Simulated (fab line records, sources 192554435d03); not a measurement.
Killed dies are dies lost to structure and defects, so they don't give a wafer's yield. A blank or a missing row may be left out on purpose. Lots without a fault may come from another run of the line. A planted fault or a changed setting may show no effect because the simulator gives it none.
Which tool did it? | flow n5_finfet | 10 lots, 25 wafers sampled, at 7 steps of a route of 1938

WHAT THE GAUGES READ, wafer by wafer
N5_BEOL_M4_THK_MEAS_01.
lot  | measured     | on            | M4_ILD_THK (nm)
L549 | day 7 11:01  | film_metro-02 | 78.8 79.2
L556 | day 9 07:55  | film_metro-02 | 78.4 80.2
L557 | day 9 18:37  | film_metro-02 | 77.6 79.4
L558 | day 10 05:07 | film_metro-01 | 81.0 81.5 80.3
L560 | day 10 10:02 | film_metro-02 | 78.4 80.1
L563 | day 10 19:29 | film_metro-01 | 79.4 79.8 80.3
L564 | day 11 21:04 | film_metro-02 | 77.7 78.7 80.0
L565 | day 12 01:22 | film_metro-01 | 78.9 80.7 79.8
L569 | day 12 19:57 | film_metro-02 | 78.5 79.8
L572 | day 13 12:28 | film_metro-02 | 77.6 77.7 78.9

N5_BEOL_M4_CD_MEAS_11: target cd 16.79 nm.
lot  | measured     | on        | cd_nm (nm)
L549 | day 7 12:03  | cd_sem-01 | 16.81 16.79
L556 | day 9 10:16  | cd_sem-03 | 16.68 16.62
L557 | day 9 21:19  | cd_sem-02 | 16.66 16.71
L558 | day 10 06:25 | cd_sem-01 | 16.52 16.44 16.67
L560 | day 10 11:03 | cd_sem-02 | 16.30 16.45
L563 | day 10 22:02 | cd_sem-02 | 16.59 16.78 17.03
L564 | day 11 22:13 | cd_sem-03 | 16.78 16.60 16.91
L565 | day 12 02:10 | cd_sem-02 | 11.82 11.36 11.87
L569 | day 13 00:42 | cd_sem-01 | 16.64 16.97
L572 | day 13 13:35 | cd_sem-02 | 16.84 17.30 17.09

N5_BEOL_M4_CD_MEAS_18: pitch 36 nm, target cd 18 nm.
lot  | measured     | on        | cd_nm (nm)
L549 | day 7 12:37  | cd_sem-02 | 18.2 18.3
L556 | day 9 10:49  | cd_sem-03 | 17.4 18.1
L557 | day 9 21:59  | cd_sem-03 | 17.9 18.5
L558 | day 10 07:05 | cd_sem-02 | 17.7 18.4 17.7
L560 | day 10 11:37 | cd_sem-03 | 18.0 17.9
L563 | day 10 22:43 | cd_sem-03 | 18.0 17.1 17.6
L564 | day 11 22:55 | cd_sem-01 | 18.5 18.3 18.3
L565 | day 12 02:43 | cd_sem-03 | 12.3 13.0 12.4
L569 | day 13 01:16 | cd_sem-03 | 17.9 17.9
L572 | day 13 14:08 | cd_sem-02 | 17.9 18.6 17.5

N5_BEOL_M4_RC_MEAS_101.
lot  | measured     | on        | DIBL_N (mV/V)  | DIBL_P (mV/V)  | IOFF_N (nA/um)    | IOFF_P (nA/um) | ION_N (uA/um) | ION_P (uA/um) | SS_N (mV/dec)  | SS_P (mV/dec)  | VT_N (mV)   | VT_P (mV)
L549 | day 7 20:53  | prober-01 | 40.7 39.1      | 40.5 38.7      | 0.246 0.186       | 0.30 0.25      | 688 671       | 472 466       | 71.9 72.2      | 73.7 74.2      | 243 247     | -246 -248
L556 | day 9 17:41  | prober-01 | 37.7 35.0      | 40.4 36.8      | 0.219 0.160       | 0.27 0.20      | 702 675       | 478 459       | 71.6 71.2      | 74.7 72.7      | 243 250     | -248 -252
L557 | day 10 06:52 | prober-01 | 34.8 36.5      | 33.0 35.5      | 0.131 0.164       | 0.20 0.24      | 651 671       | 456 465       | 71.4 71.7      | 72.0 73.1      | 253 249     | -250 -245
L558 | day 10 15:08 | prober-01 | 37.8 38.0 37.6 | 38.9 39.1 38.2 | 0.187 0.190 0.177 | 0.29 0.29 0.27 | 684 688 673   | 478 479 469   | 71.4 72.1 71.1 | 73.6 73.4 73.6 | 246 248 248 | -243 -243 -244
L560 | day 10 19:26 | prober-01 | 38.4 36.8      | 39.4 37.8      | 0.207 0.172       | 0.26 0.22      | 691 670       | 466 456       | 71.6 71.4      | 74.6 74.6      | 246 249     | -249 -252
L563 | day 11 05:39 | prober-01 | 37.1 36.4 37.3 | 37.1 36.7 37.1 | 0.172 0.171 0.188 | 0.22 0.21 0.21 | 685 678 676   | 467 462 463   | 71.9 72.1 71.7 | 73.7 73.8 73.6 | 251 249 249 | -254 -251 -252
L564 | day 12 11:51 | prober-01 | 39.2 36.6 36.7 | 41.0 37.4 37.9 | 0.242 0.177 0.181 | 0.30 0.23 0.24 | 688 682 679   | 471 470 469   | 72.4 72.3 72.8 | 74.4 73.9 73.5 | 243 247 247 | -245 -248 -246
L569 | day 13 12:14 | prober-01 | 33.4 32.2      | 31.5 30.3      | 0.118 0.107       | 0.16 0.15      | 669 668       | 455 461       | 71.0 69.9      | 72.4 72.7      | 252 255     | -255 -254
L572 | day 13 21:29 | prober-02 | 36.5 35.6 36.0 | 36.4 35.2 35.8 | 0.155 0.144 0.139 | 0.19 0.16 0.17 | 671 678 670   | 453 456 452   | 72.0 71.4 71.6 | 73.5 73.4 73.5 | 250 251 249 | -254 -257 -253

WHICH TOOL RAN EACH LOT (tool, then ch and the chambers of the sampled wafers, then the start)
lot  | N5_BEOL_M4_HM_DEP_02         | N5_BEOL_M4_EXPOSE_08              | N5_BEOL_M4_ETCH_63
L549 | pvd_sputter-01, day 7 11:40  | euv_scanner-01 ch 0, day 7 11:55  | rie_diel-03 ch 1,3, day 7 12:13
L556 | pvd_sputter-01, day 9 09:44  | euv_scanner-02 ch 0, day 9 10:09  | rie_diel-02 ch 0,3, day 9 10:26
L557 | pvd_sputter-03, day 9 20:55  | euv_scanner-02 ch 0, day 9 21:11  | rie_diel-03 ch 2,3, day 9 21:29
L558 | pvd_sputter-02, day 10 06:01 | euv_scanner-02 ch 0, day 10 06:18 | rie_diel-02 ch 0,1, day 10 06:37
L560 | pvd_sputter-01, day 10 10:40 | euv_scanner-02 ch 0, day 10 10:56 | rie_diel-06 ch 2, day 10 11:14
L563 | pvd_sputter-03, day 10 21:38 | euv_scanner-02 ch 0, day 10 21:54 | rie_diel-02 ch 0,1,3, day 10 22:13
L564 | pvd_sputter-02, day 11 21:49 | euv_scanner-02 ch 0, day 11 22:05 | rie_diel-06 ch 1,3, day 11 22:31
L565 | pvd_sputter-03, day 12 01:38 | euv_scanner-02 ch 0, day 12 02:02 | rie_diel-03 ch 0,1, day 12 02:20
L569 | pvd_sputter-02, day 13 00:11 | euv_scanner-01 ch 0, day 13 00:35 | rie_diel-06 ch 0,3, day 13 00:53
L572 | pvd_sputter-03, day 13 13:04 | euv_scanner-01 ch 0, day 13 13:27 | rie_diel-06 ch 0,2,3, day 13 13:45
- N5_BEOL_M4_HM_DEP_02: deposits TiN, target thk 20 nm.
- N5_BEOL_M4_EXPOSE_08: exposes mask M4.
- N5_BEOL_M4_ETCH_63: etches SiARC in CF4, target depth 15.6 nm, time 26 s.

WHAT THE TOOLS THEMSELVES READ (means of the sampled wafers that have a number; where no wafer has one, the mark that the record gives instead)
N5_BEOL_M4_HM_DEP_02.
lot  | tool           | chamber_pressure_pa (Pa) | throttle_valve_pct (%)
L549 | pvd_sputter-01 | 0.5003                   | 30.8
L556 | pvd_sputter-01 | 0.4996                   | 30.5
L557 | pvd_sputter-03 | 0.4994                   | 30.7
L558 | pvd_sputter-02 | 0.4993                   | 29.8
L560 | pvd_sputter-01 | 0.4993                   | 30.4
L563 | pvd_sputter-03 | 0.4997                   | 30.6
L564 | pvd_sputter-02 | 0.4999                   | 29.4
L565 | pvd_sputter-03 | 0.5001                   | 30.7
L569 | pvd_sputter-02 | 0.4994                   | 29.1
L572 | pvd_sputter-03 | 0.5004                   | 30.5

N5_BEOL_M4_EXPOSE_08.
lot  | tool           | exposure_dose_mJ_cm2
L549 | euv_scanner-01 | 41.1
L556 | euv_scanner-02 | 42.2
L557 | euv_scanner-02 | 42.2
L558 | euv_scanner-02 | 42.2
L560 | euv_scanner-02 | 42.2
L563 | euv_scanner-02 | 42.1
L564 | euv_scanner-02 | 42.2
L565 | euv_scanner-02 | 34.2
L569 | euv_scanner-01 | 41.0
L572 | euv_scanner-01 | 41.1

N5_BEOL_M4_ETCH_63.
lot  | tool        | drypump_motor_current_A (A) | etch_rf_on_time_s (s) | oes_product_au (a.u.) | rf_vpp_V (V) | showerhead_plenum_p_Torr (Torr) | throttle_valve_pct (%)
L549 | rie_diel-03 | 5.7                         | 25.8                  | 0.77                  | 185.6        | 2.22                            | 15.34
L556 | rie_diel-02 | 5.7                         | 25.5                  | 0.73                  | 183.7        | 2.13                            | 15.54
L557 | rie_diel-03 | 5.5                         | 25.9                  | 0.73                  | 184.9        | 2.21                            | 15.52
L558 | rie_diel-02 | 5.9                         | 25.7                  | 0.81                  | 184.9        | 2.16                            | 15.38
L560 | rie_diel-06 | 5.2                         | 25.1                  | 0.72                  | 184.3        | 2.16                            | 15.15
L563 | rie_diel-02 | 5.7                         | 25.7                  | 0.75                  | 183.9        | 2.15                            | 15.43
L564 | rie_diel-06 | 5.9                         | 24.5                  | 0.69                  | 184.6        | 2.18                            | 15.51
L565 | rie_diel-03 | 6.0                         | 25.9                  | 0.69                  | 184.2        | 2.19                            | 15.77
L569 | rie_diel-06 | 6.0                         | 25.1                  | 0.69                  | 185.9        | 2.24                            | 15.30
L572 | rie_diel-06 | 5.7                         | 25.4                  | 0.69                  | 184.6        | 2.21                            | 15.28

THE ANSWER, worked out from the rows above alone
Rule: what is usual is taken from the lots themselves. Put in order of their means at a reading, lots are off if they are a third of the lots or fewer, leave a main group of 4 or more, and stand apart from it by a gap of 3 or more times the standard deviation of the main group's means; of several such gaps the widest counts. A main group whose means are all the same, to the digits that the tables above print for the reading, isn't used. A lot without any number at a reading at which 4 lots or more have one is off too. The other lots that the step has rows for count as sound. The gauges are gone through in route order, then the tools' own readings, and for those a lot's mean is taken as printed above. The first step at which some lot is off is used, and at that step the reading that is off furthest; a lot without a number counts as furthest.
Off: L565, at N5_BEOL_M4_CD_MEAS_11 (cd_nm). The main group: mean 16.72 nm, standard deviation 0.18.
A tool fits if, at a process step before that reading, it ran every lot that is off, and no sound lot after the first of them. The gauges at N5_BEOL_M4_CD_MEAS_11 aren't tried: what is off there is off at N5_BEOL_M4_CD_MEAS_18 too, on other tools, and a gauge's error can't cause that. One fits: euv_scanner-02 at N5_BEOL_M4_EXPOSE_08. Its last sound lot is L564 (day 11 22:05), its first lot that is off L565 (day 12 02:02): a fault that began between those two fits.
The tool's own readings at N5_BEOL_M4_EXPOSE_08 bear it out: on the lots that are off they differ by more than 5 times the standard deviation of the sound lots' means. exposure_dose_mJ_cm2 reads 34.2 there against 41.8 on the sound lots.

WHAT THE SIMULATOR HAD PUT IN
Process parameter drift: euv_scanner-02, from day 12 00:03 on, at N5_BEOL_M4_EXPOSE_08. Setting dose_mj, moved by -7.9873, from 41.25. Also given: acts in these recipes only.
Lots struck among those shown: L565. The rule above found the same.
